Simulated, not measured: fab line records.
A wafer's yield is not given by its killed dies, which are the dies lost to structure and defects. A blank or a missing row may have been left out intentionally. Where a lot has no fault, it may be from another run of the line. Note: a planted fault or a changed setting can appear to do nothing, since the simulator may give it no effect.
Comparing a struck lot with a sound one :: flow n5_finfet :: 37 out of 1938 route steps
Sound: the wafers L727.1, L727.3, L727.6. Struck: wafer L735.6 (left out: L735.1, a lot-mate that was not struck); the cause follows at the end.
Each step with rows lists, per side, the tool, then ch with its chambers, then its first start. Under that, the readings that differ: sound wafers :: struck wafers :: difference of the means :: sigmas: that difference in standard deviations of wafers without a fault.
alike: readings whose means differ by less than 2 such deviations, and words and numbers that are the same on both sides. not compared: withheld readings, readings that some wafer has no value for, bounds like >300 that may hide the same value, and numbers for which the record gives no deviation and whose values overlap.
The two part at a step that has a row with sigmas, a row that says differs or no value, or rows on one side only. Non-overlapping numbers with no deviation appear without sigmas and do not part them. Lack of a reading on every wafer of one side parts them only where that side has two or more wafers.

first, 8 steps without rows for these wafers: N5_BEOL_M0_ECD_118 (material Cu, target thk 300 nm); N5_BEOL_M0_ANNEAL_119 (time 90 s); N5_BEOL_M0_CMP_120 (polishes, stops on SiOC, t overpolish 6.9 s); N5_BEOL_M0_PRE_CLEAN_131 (time 15 s); N5_BEOL_M0_CO_CAP_123 (material Co, precursor CCTBA/H2, target thk 2 nm, time 102.1 s); N5_BEOL_M0_PRE_CLEAN_124 (time 15 s); N5_BEOL_M0_DEP_125 (deposits SiCN from 3MS/NH3, target thk 8 nm, time 14 s); N5_BEOL_M1_ILD_DEP_00 (deposits SiOC from DEMS/O2, target thk 79 nm, time 15.3 s).
N5_BEOL_M1_PECVD_72: deposits SiO2 from TEOS/O2, target thk 16 nm, time 18 s.
  sound on pecvd-04 ch 0,1,2, day 7 00:39; struck on pecvd-04 ch 1, day 9 02:16
reading: model.SiO2_of_BEOL_M1_PECVD_72.thk_nm (nm)
sound: 16 16 15.4
struck: 16.4
difference: +0.6
sigmas: 
  alike: heater_power_w, showerhead_plenum_p_Torr, throttle_valve_pct
then, 25 steps without rows for these wafers: N5_BEOL_M1_HM_DEP_02 (deposits TiN, target thk 20 nm); N5_BEOL_M1_COAT_61 (time 60 s, resist thk 60 nm); N5_BEOL_M1_COAT_62 (time 60 s, resist thk 12 nm); N5_BEOL_M1_COAT_73 (time 60 s, resist thk 5 nm); N5_BEOL_M1_COAT_05 (resist thk 30 nm); N5_BEOL_M1_EBR_07; N5_BEOL_M1_SOFTBAKE_06 (time 60 s); N5_BEOL_M1_EXPOSE_08 (exposes mask M1); N5_BEOL_M1_PEB_09 (peb time 60 s); N5_BEOL_M1_DEVELOP_10 (develop time 30 s); N5_BEOL_M1_DESCUM_16 (chemistry O2, time 7 s); N5_BEOL_M1_ETCH_74 (etches underlayer in N2/H2, target depth 6.5 nm, time 5.2 s); N5_BEOL_M1_ETCH_63 (etches SiARC in CF4, target depth 15.6 nm, time 26 s); N5_BEOL_M1_ETCH_64 (etches SOC in N2/H2, target depth 75 nm, overetch 15 nm, time 112.5 s); N5_BEOL_M1_STRIP_65 (strips in N2/H2); N5_BEOL_M1_STRIP_75 (strips in N2/H2); N5_BEOL_M1_STRIP_66 (strips in CF4); N5_BEOL_M1_HM_OPEN_17 (chemistry Cl2/BCl3, target TiN, target depth 20 nm, overetch 6 nm); N5_BEOL_M1_STRIP_19 (strips in O2); N5_BEOL_M1_COAT_67 (time 60 s, resist thk 60 nm); N5_BEOL_M1_COAT_68 (time 60 s, resist thk 12 nm); N5_BEOL_M1_COAT_76 (time 60 s, resist thk 5 nm); N5_BEOL_M1_COAT_22 (resist thk 30 nm); N5_BEOL_M1_EBR_24; N5_BEOL_M1_SOFTBAKE_23 (time 60 s).
N5_BEOL_M1_HM_STRIP_39: strips TiN in peroxide tin strip, target depth 25 nm, time 158 s.
  sound on wet_bench-06 ch 1,2,3, day 8 15:13; struck on wet_bench-05 ch 3, day 9 12:16
reading: model.SiO2_of_BEOL_M1_PECVD_72.thk_nm (nm)
sound: 16 16 15.2
struck: 16.2
difference: +0.5
sigmas: 
  alike: temp_c
-- the record jumps here: 4 days lie between the struck wafers' starts before and after (it left off in module BEOL_M1 and takes up again in module BEOL_M4, whose first step shown is number 1111 of the route) --
N5_BEOL_M4_RC_MEAS_101:
  sound on prober-02 ch 0, day 12 16:43; struck on prober-02 ch 0, day 13 09:08
  alike: DIBL_N, DIBL_P, IOFF_N, IOFF_P, ION_N, ION_P, SS_N, SS_P, VT_N, VT_P
after that, 1 step had no rows for these wafers: N5_PASSIVATION_PROBE_49.

## WHERE THEY PART
Nowhere in this record.

WHY: the cause the simulator had injected
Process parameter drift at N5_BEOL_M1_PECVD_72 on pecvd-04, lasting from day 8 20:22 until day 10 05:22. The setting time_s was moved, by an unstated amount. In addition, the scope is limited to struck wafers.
